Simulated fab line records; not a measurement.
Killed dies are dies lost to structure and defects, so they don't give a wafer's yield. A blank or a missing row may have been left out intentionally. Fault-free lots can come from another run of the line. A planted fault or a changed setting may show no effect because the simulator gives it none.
fab line records    flow n5_finfet    part 2 of 2: steps 4 to 6 of 6
record lots=24  wafers=72  last_day=18
route steps=1938 shown FIN_SAQP@115 DUMMY_GATE@237 SPACER0@258 SD_EPI_N@287
lots untouched by any fault: they come from a run of this same line in which no faults occurred
start_h: hours from the record's first day to the start of the lot's first wafer shown    wait_h: hours from the lot's prior step to this one    " repeats the value in the row above    L1.1+2: several wafers, shown together as one row    - value missing, or start not given    * or withheld: withheld    < > ~ a bound
route shown NAME@n: a module of which the file shows steps, and the number in the route of the first    usual: average and standard deviation across the fault-free wafers    same: alike in all rows    chamber/n: place in a boat    sites: per-site readings    _std_site: standard deviation across them    _edge_site: inner sites' mean taken away from outer sites' mean    radius_mm: how far each site lies from the wafer's centre    mask NAME#n: copy n    behind: tool/chamber where the wafer was last shaped    hold: what put the lot on hold/how long, in hours/how the hold closed    device: transistor that didn't switch, given as n, p or np    end of line: the same wafers' tests at the end of the route    a step without rows: its recipe alone    killed: the dies lost at the first sort to structure and to defects; this is not the yield of the wafer    map: the dies of a wafer, with x for killed, . for not killed, _ for no die there
set.NAME: setting as actually run; set.NAME@STEP: the setting as run at that earlier step    model.NAME: the simulator's own value behind a step, which no gauge read
route steps across a sampled set of lots; one table per step, one row per wafer
services: the hour from which a tool's chamber was out of use, counted from the record's first day as start_h (under 0 if before that day), plus the number of hours and why
## steps
# step N5_DUMMY_GATE_ETCH_44
# recipe chemistry=HBr/O2  over_etch_frac=0.7  target_depth_a=1275  stop_on=SiO2  ion_energy_ev=60  bias_w=20  target=poly-Si  mask_material=SiO2  pressure_mtorr=20  icp_w=400  HBr_flow_sccm=120  O2_flow_sccm=10
# usual drypump_motor_current_A=5.8/0.43  oes_product_au=0.721/0.011  throttle_valve_pct=18.59/0.2
lot.wafer  tool       chamber  start_h  wait_h  drypump_motor_current_A  oes_product_au  rf_hours_counter_h  throttle_valve_pct
L074.3     rie_si-05  2        49.49    0.0     5.6                      0.723           182                 18.60
L074.5     "          1        "        "       6.4                      0.704           -                   18.41
L074.6     "          0        "        "       6.4                      0.719           -                   18.24
L075.1     rie_si-05  2        55.07    0.0     5.6                      0.723           182                 18.60
L075.2     "          3        "        "       5.7                      0.717           144                 18.57
L075.6     "          2        "        "       5.6                      0.724           -                   18.59
L076.4     rie_si-02  0        60.12    0.0     5.4                      0.742           57                  18.81
L076.5     "          3        "        "       6.1                      0.724           -                   18.81
L076.6     "          2        "        "       5.2                      0.724           -                   18.67
L077.2     rie_si-04  3        64.60    0.0     5.1                      0.724           164                 18.27
L077.5     "          2        "        "       6.2                      0.732           -                   18.70
L077.6     "          3        "        "       5.0                      0.718           -                   18.27
L078.3     rie_si-05  3        70.99    0.0     5.6                      0.735           144                 18.58
L078.4     "          0        "        "       6.4                      0.709           76                  18.25
L078.6     "          0        "        "       6.4                      0.709           -                   18.24
L079.2     rie_si-02  0        76.86    0.0     5.4                      0.719           57                  18.79
L079.3     "          3        "        "       6.1                      0.716           4                   18.81
L079.4     "          2        "        "       5.2                      0.718           116                 18.68
L080.2     rie_si-02  3        82.97    0.0     6.1                      0.716           4                   18.81
L080.5     "          3        "        "       6.1                      0.708           -                   18.81
L080.6     "          2        "        "       5.2                      0.726           -                   18.67
L081.1     rie_si-02  0        89.01    0.0     5.4                      0.731           57                  18.78
L081.4     "          2        "        "       5.2                      0.724           116                 18.66
L081.5     "          3        "        "       6.1                      0.715           -                   18.79
L082.1     rie_si-05  1        98.95    0.0     6.4                      0.697           132                 18.41
L082.3     "          0        "        "       6.4                      0.714           77                  18.27
L082.4     "          2        "        "       5.6                      0.721           -                   18.60
L083.3     rie_si-04  1        103.02   0.0     5.4                      0.731           66                  18.46
L083.5     "          1        "        "       5.4                      0.738           -                   18.45
L083.6     "          2        "        "       6.2                      0.718           -                   18.71
L084.2     rie_si-04  0        110.75   0.0     5.9                      0.723           6                   18.39
L084.3     "          1        "        "       5.4                      0.729           66                  18.46
L084.5     "          3        "        "       5.0                      0.720           -                   18.28
L085.2     rie_si-02  0        116.49   0.0     5.4                      0.735           58                  18.79
L085.3     "          3        "        "       6.1                      0.722           5                   18.81
L085.4     "          2        "        "       5.2                      0.718           116                 18.66
L086.1     rie_si-04  2        126.03   0.0     6.2                      0.722           159                 18.71
L086.5     "          1        "        "       5.4                      0.750           -                   18.45
L086.6     "          2        "        "       6.2                      0.720           -                   18.70
L087.1     rie_si-04  2        127.13   0.0     6.2                      0.710           159                 18.71
L087.3     "          1        "        "       5.4                      0.752           66                  18.45
L087.6     "          1        "        "       5.4                      0.743           -                   18.44
L088.1     rie_si-05  1        134.08   0.0     6.4                      0.707           133                 18.40
L088.5     "          3        "        "       5.7                      0.722           -                   18.59
L088.6     "          0        "        "       6.4                      0.717           -                   18.24
L089.2     rie_si-02  3        136.88   0.0     6.1                      0.718           5                   18.81
L089.5     "          2        "        "       5.3                      0.725           -                   18.66
L089.6     "          3        "        "       6.1                      0.715           -                   18.82
L090.1     rie_si-02  3        145.09   0.0     6.1                      0.718           5                   18.81
L090.3     "          0        "        "       5.4                      0.729           58                  18.81
L090.4     "          2        "        "       5.3                      0.726           117                 18.66
L091.1     rie_si-02  0        149.14   0.0     5.4                      0.740           58                  18.79
L091.2     "          3        "        "       6.1                      0.736           5                   18.80
L091.3     "          1        "        "       5.8                      0.726           95                  18.81
L092.1     rie_si-05  3        155.35   0.0     5.7                      0.719           145                 18.56
L092.4     "          2        "        "       5.6                      0.718           184                 18.61
L092.6     "          2        "        "       5.6                      0.710           -                   18.59
L093.1     rie_si-04  0        162.82   0.0     5.9                      0.727           7                   18.40
L093.2     "          2        "        "       6.2                      0.710           160                 18.71
L093.4     "          3        "        "       5.0                      0.712           165                 18.26
L094.1     rie_si-05  2        169.90   0.0     5.6                      0.717           184                 18.60
L094.5     "          1        "        "       6.4                      0.720           -                   18.40
L094.6     "          0        "        "       6.4                      0.704           -                   18.24
L095.3     rie_si-04  0        172.82   0.0     5.9                      0.724           7                   18.39
L095.5     "          0        "        "       5.9                      0.717           -                   18.41
L095.6     "          3        "        "       5.1                      0.719           -                   18.28
L096.1     rie_si-02  0        178.97   0.0     5.4                      0.729           59                  18.79
L096.2     "          3        "        "       6.1                      0.714           6                   18.81
L096.4     "          1        "        "       5.8                      0.711           -                   18.83
L097.2     rie_si-02  1        188.67   0.0     5.8                      0.715           96                  18.82
L097.3     "          0        "        "       5.4                      0.720           59                  18.79
L097.5     "          2        "        "       5.3                      0.718           -                   18.66
# step N5_SPACER0_ALD_07
# recipe material=SiNx  target_thk_a=20  temp_c=400  ald_precursor_family=SiH2I2  ald_co_reactant=N2/H2-plasma  pressure_torr=2
# usual heater_power_w=859/79
lot.wafer  tool        chamber  start_h  wait_h  heater_power_w
L074.3     ald_sin-03  3        49.93    0.0     773
L074.5     "           0        "        "       746
L074.6     "           3        "        "       752
L075.1     ald_sin-03  1        55.60    0.0     798
L075.2     "           2        "        "       846
L075.6     "           1        "        "       787
L076.4     ald_sin-02  2        60.55    0.0     890
L076.5     "           3        "        "       920
L076.6     "           0        "        "       972
L077.2     ald_sin-01  0        65.03    0.0     979
L077.5     "           1        "        "       813
L077.6     "           2        "        "       893
L078.3     ald_sin-03  0        73.03    1.6     726
L078.4     "           1        "        "       793
L078.6     "           2        "        "       826
L079.2     ald_sin-02  2        79.01    1.7     904
L079.3     "           1        "        "       806
L079.4     "           3        "        "       942
L080.2     ald_sin-03  2        83.46    0.1     836
L080.5     "           1        "        "       780
L080.6     "           0        "        "       742
L081.1     ald_sin-03  2        89.45    0.0     835
L081.4     "           3        "        "       752
L081.5     "           2        "        "       828
L082.1     ald_sin-01  0        100.48   1.0     950
L082.3     "           3        "        "       863
L082.4     "           1        "        "       796
L083.3     ald_sin-03  2        103.45   0.0     808
L083.5     "           1        "        "       805
L083.6     "           0        "        "       738
L084.2     ald_sin-01  2        111.56   0.0     881
L084.3     "           3        "        "       835
L084.5     "           2        "        "       876
L085.2     ald_sin-03  0        117.03   0.0     706
L085.3     "           3        "        "       765
L085.4     "           1        "        "       793
L086.1     ald_sin-01  0        127.46   1.0     964
L086.5     "           0        "        "       963
L086.6     "           3        "        "       843
L087.1     ald_sin-01  3        128.00   0.3     848
L087.3     "           1        "        "       801
L087.6     "           2        "        "       880
L088.1     ald_sin-01  0        134.51   0.0     963
L088.5     "           0        "        "       982
L088.6     "           3        "        "       854
L089.2     ald_sin-03  3        137.68   0.4     773
L089.5     "           3        "        "       751
L089.6     "           0        "        "       753
L090.1     ald_sin-02  1        145.52   0.0     824
L090.3     "           2        "        "       913
L090.4     "           0        "        "       946
L091.1     ald_sin-02  2        149.57   0.0     902
L091.2     "           1        "        "       843
L091.3     "           3        "        "       972
L092.1     ald_sin-02  0        156.11   0.4     923
L092.4     "           1        "        "       840
L092.6     "           0        "        "       969
L093.1     ald_sin-02  0        164.30   1.1     956
L093.2     "           3        "        "       965
L093.4     "           2        "        "       917
L094.1     ald_sin-02  2        170.40   0.0     916
L094.5     "           0        "        "       973
L094.6     "           1        "        "       826
L095.3     ald_sin-02  0        173.45   0.2     978
L095.5     "           3        "        "       971
L095.6     "           2        "        "       922
L096.1     ald_sin-02  1        179.56   0.1     844
L096.2     "           2        "        "       937
L096.4     "           3        "        "       943
L097.2     ald_sin-02  1        191.11   2.0     810
L097.3     "           3        "        "       932
L097.5     "           3        "        "       929
# step N5_SD_EPI_N_VAPOR_ETCH_50
# recipe chemistry=HCl  target=Si  temp_c=775  time_s=54  pressure_torr=20  mode=isotropic
# usual throttle_valve_pct=12.21/0.26
lot.wafer  tool          chamber  start_h  wait_h  throttle_valve_pct
L074.3     epi_rpcvd-01  0        53.11    0.6     11.69
L074.5     "             0        "        "       12.22
L074.6     "             0        "        "       12.03
L075.1     epi_rpcvd-04  0        58.03    0.3     12.08
L075.2     "             0        "        "       12.20
L075.6     "             0        "        "       12.19
L076.4     epi_rpcvd-04  0        63.06    0.2     12.28
L076.5     "             0        "        "       12.26
L076.6     "             0        "        "       11.92
L077.2     epi_rpcvd-04  0        67.61    0.3     12.01
L077.5     "             0        "        "       12.04
L077.6     "             0        "        "       12.04
L078.3     epi_rpcvd-04  0        75.78    0.3     12.37
L078.4     "             0        "        "       12.03
L078.6     "             0        "        "       11.91
L079.2     epi_rpcvd-04  0        82.08    0.3     12.17
L079.3     "             0        "        "       12.17
L079.4     "             0        "        "       11.95
L080.2     epi_rpcvd-04  0        85.91    0.3     11.96
L080.5     "             0        "        "       12.08
L080.6     "             0        "        "       11.94
L081.1     epi_rpcvd-02  0        92.00    0.4     12.48
L081.4     "             0        "        "       12.69
L081.5     "             0        "        "       12.48
L082.1     epi_rpcvd-04  0        103.20   0.3     12.08
L082.3     "             0        "        "       12.21
L082.4     "             0        "        "       11.97
L083.3     epi_rpcvd-01  0        106.38   0.4     11.83
L083.5     "             0        "        "       11.92
L083.6     "             0        "        "       12.11
L084.2     epi_rpcvd-04  0        114.15   0.3     12.09
L084.3     "             0        "        "       12.07
L084.5     "             0        "        "       12.14
L085.2     epi_rpcvd-02  0        119.90   0.4     12.61
L085.3     "             0        "        "       12.32
L085.4     "             0        "        "       12.64
L086.1     epi_rpcvd-04  0        130.01   0.3     12.41
L086.5     "             0        "        "       11.84
L086.6     "             0        "        "       12.10
L087.1     epi_rpcvd-02  0        130.95   0.5     12.44
L087.3     "             0        "        "       12.73
L087.6     "             0        "        "       12.66
L088.1     epi_rpcvd-02  0        137.41   0.4     12.50
L088.5     "             0        "        "       12.26
L088.6     "             0        "        "       12.62
L089.2     epi_rpcvd-04  0        140.56   0.3     12.11
L089.5     "             0        "        "       12.05
L089.6     "             0        "        "       11.99
L090.1     epi_rpcvd-02  0        148.16   0.3     12.49
L090.3     "             0        "        "       12.44
L090.4     "             0        "        "       12.47
L091.1     epi_rpcvd-04  0        152.22   0.4     12.18
L091.2     "             0        "        "       12.21
L091.3     "             0        "        "       12.16
L092.1     epi_rpcvd-01  0        158.65   0.3     11.87
L092.4     "             0        "        "       11.94
L092.6     "             0        "        "       11.82
L093.1     epi_rpcvd-01  0        166.72   0.3     11.97
L093.2     "             0        "        "       12.09
L093.4     "             0        "        "       12.12
L094.1     epi_rpcvd-01  0        172.85   0.3     12.10
L094.5     "             0        "        "       11.83
L094.6     "             0        "        "       11.78
L095.3     epi_rpcvd-02  0        176.09   0.2     12.25
L095.5     "             0        "        "       12.36
L095.6     "             0        "        "       12.68
L096.1     epi_rpcvd-04  0        182.34   0.4     11.79
L096.2     "             0        "        "       12.17
L096.4     "             0        "        "       12.30
L097.2     epi_rpcvd-02  0        193.59   0.3     12.84
L097.3     "             0        "        "       12.75
L097.5     "             0        "        "       12.58
## services
tool         chamber  start_h  hours  kind
ald_sin-03   -        0.52     8.7    repair
rie_diel-04  0        7.90     6.5    repair
rie_diel-04  -        9.25     0.3    repair
rie_diel-03  2        13.72    2.6    repair
ald_sin-02   3        23.79    15.1   repair
ald_sin-03   -        30.29    0.7    repair
rie_diel-03  3        33.53    33.0   repair
rie_diel-05  0        44.41    2.8    repair
rie_diel-05  1        45.34    8.6    repair
rie_si-05    1        52.46    7.0    repair
rie_si-04    -        68.62    2.7    repair
rie_diel-04  1        80.68    3.3    repair
ald_sin-03   2        108.13   17.3   repair
rie_diel-02  -        110.04   15.6   pm
rie_si-02    3        117.12   13.7   repair
ald_sin-03   1        117.65   21.3   repair
rie_diel-06  -        127.09   0.4    repair
rie_diel-04  3        138.80   6.5    repair
rie_diel-02  2        146.85   7.3    repair
ald_sin-02   0        148.67   4.0    repair
rie_si-02    2        174.01   5.7    repair
rie_diel-02  -        174.45   5.9    repair
ald_sin-03   -        177.52   14.0   pm
rie_diel-03  2        177.94   5.5    repair
